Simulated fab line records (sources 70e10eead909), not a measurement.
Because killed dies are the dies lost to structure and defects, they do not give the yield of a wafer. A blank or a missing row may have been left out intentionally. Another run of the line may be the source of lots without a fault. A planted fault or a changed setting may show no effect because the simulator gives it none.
Which tool did it? + flow nandHarc + 12 lots (36 wafers sampled), 1 step of a 1302-step route

WHAT EACH GAUGE READ, for each wafer
NHARC_A_CHANNEL_HOLE_D2_INSPECT_12.
| lot  | measured     | on               | rawDefectCount |
|------|--------------|------------------|----------------|
| L075 | day 14 03:05 | defectInspect-02 | 48 44 36       |
| L076 | day 14 06:15 | defectInspect-01 | 8 6 4          |
| L079 | day 15 19:07 | defectInspect-02 | 5 4 3          |
| L081 | day 16 15:51 | defectInspect-02 | 48 58 71       |
| L083 | day 17 09:23 | defectInspect-02 | 60 43 52       |
| L085 | day 18 03:19 | defectInspect-01 | 58 62 69       |
| L088 | day 19 04:44 | defectInspect-02 | 13 12 15       |
| L090 | day 19 16:04 | defectInspect-02 | 11 14 20       |
| L091 | day 20 12:46 | defectInspect-01 | 15 17 25       |
| L093 | day 20 14:46 | defectInspect-01 | 59 56 53       |
| L094 | day 21 18:44 | defectInspect-02 | 30 15 27       |
| L097 | day 22 05:25 | defectInspect-02 | 19 36 26       |

WHICH TOOL RAN EACH LOT (tool, then ch and the chambers of the sampled wafers, then the start)
Before these readings, the record contains no process step.

THE ANSWER, worked out from the rows above alone
Rule: the lots themselves supply what counts as usual. The widest of any qualifying gaps counts: lots, ordered by their means at a reading, are off when they make up no more than a third of the lots, leave a main group of 4 or more, and stand apart from it by 3 or more times the standard deviation of that group's means. A main group whose means are all the same, to the digits that the tables above print for the reading, isn't used. Also off: a lot with no number at a reading for which 4 or more lots have one. Where the step has rows for the other lots, those lots are counted as sound.
Across all readings shown, no lot is off: no conclusion can be drawn from this.

WHAT THE SIMULATOR HAD INSERTED
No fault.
